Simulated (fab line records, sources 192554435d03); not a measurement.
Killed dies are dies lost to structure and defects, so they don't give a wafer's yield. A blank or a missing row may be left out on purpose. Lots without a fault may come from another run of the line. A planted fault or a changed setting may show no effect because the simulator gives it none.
Split-lot experiment | flow n5_finfet | 7 lots, 21 wafers read, on a route of 1938 steps

THE SPLIT
At N5_BEOL_M8_VIA_ETCH_34 (etches SiCOH lowk in C4F6/O2, target depth 125.5 nm, time 50.5 s), the setting source_w was moved away from the recipe's 345 W on 8 of the 21 wafers read, by -17.6% to +10.1%. The other wafers ran this setting at the recipe's value.

The reading is taken at the split's own step.

THE READING
etch.depth_nm (the simulator's own value, which no gauge read), in nm, at N5_BEOL_M8_VIA_ETCH_34 (etches SiCOH lowk in C4F6/O2, target depth 125.5 nm, time 50.5 s). The file gives no usual value for it. The 13 wafers here that ran the recipe average 125.4 nm, standard deviation 2.4 nm.

wafer  | tool, chamber at the split | source_w as run, W | against the recipe | etch.depth_nm, nm | against lot-mates on the recipe
L074.1 | rie_diel-06, 2             | 345                | recipe             | 129               | -
L074.2 | rie_diel-06, 0             | 345                | recipe             | 127.7             | -
L074.5 | rie_diel-06, 2             | 345                | recipe             | 128.3             | -
L078.1 | rie_diel-05, 2             | 345                | recipe             | 120.6             | -
L078.3 | rie_diel-05, 3             | 321.8              | -6.7%              | 119.1             | -2.6
L078.6 | rie_diel-05, 0             | 345                | recipe             | 122.7             | -
L080.1 | rie_diel-05, 2             | 284.3              | -17.6%             | 113.5             | -9.7
L080.4 | rie_diel-05, 0             | 345                | recipe             | 123.3             | -
L080.5 | rie_diel-05, 3             | 345                | recipe             | 123               | -
L083.3 | rie_diel-06, 0             | 345                | recipe             | 127.5             | -
L083.5 | rie_diel-06, 1             | 345                | recipe             | 125               | -
L083.6 | rie_diel-06, 0             | 287.7              | -16.6%             | 119.9             | -6.3
L085.1 | rie_diel-06, 1             | 345                | recipe             | 125.5             | -
L085.5 | rie_diel-06, 1             | 345                | recipe             | 124.9             | -
L085.6 | rie_diel-06, 0             | 379.8              | +10.1%             | 131.4             | +6.2
L088.2 | rie_diel-05, 2             | 285.1              | -17.4%             | 112.1             | -15.7
L088.5 | rie_diel-05, 1             | 345                | recipe             | 127.8             | -
L088.6 | rie_diel-05, 2             | 285.1              | -17.4%             | 111.8             | -16.0
L097.1 | rie_diel-05, 0             | 322                | -6.7%              | 120.1             | -4.9
L097.2 | rie_diel-05, 1             | 322                | -6.7%              | 123.1             | -1.9
L097.6 | rie_diel-05, 3             | 345                | recipe             | 125               | -

THE FIT
A straight line over all 21 wafers: etch.depth_nm changes by +0.643 nm for each +1% of source_w; r = +0.89; the points scatter about the line by 2.6 nm.
The same after taking each lot's own level away (the mean of its wafers on the recipe; 21 wafers): +0.674 nm for each +1%; r = +0.93; scatter 2.1 nm.
On that fit, the largest move of source_w shifts the reading by 12 nm.
The lots' own levels span 121.65 to 128.33 nm, that is 2.7 times the standard deviation above.
So the lot-to-lot level changes the slope little: the two slopes agree.
Check: with one of the wafers moved furthest among these (-17.6%) left out of the fit, the line predicts -12.3 nm for it against its lot-mates. It came out at -9.65 nm against them.

OTHER SPLITS ON THESE WAFERS
These wafers also went through other splits before the reading. Each is held against what the fit with the lots' levels taken away leaves over:
other split on the same wafers    | wafers away from the commonest value | r with etch.depth_nm (lot level and that fit taken away)
N5_BEOL_M6_TRENCH_ETCH_37 time_s  | 8                                    | +0.40
N5_BEOL_M7_PECVD_70 temp_c        | 11                                   | -0.21
N5_BEOL_M7_HM_DEP_02 target_thk_a | 5                                    | -0.26
N5_BEOL_M8_EXPOSE_25 dose_mj      | 9                                    | -0.15

THE FILE'S OWN FIT
etch.depth_nm changes by +0.605 nm for each +1% of source_w, r = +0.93.
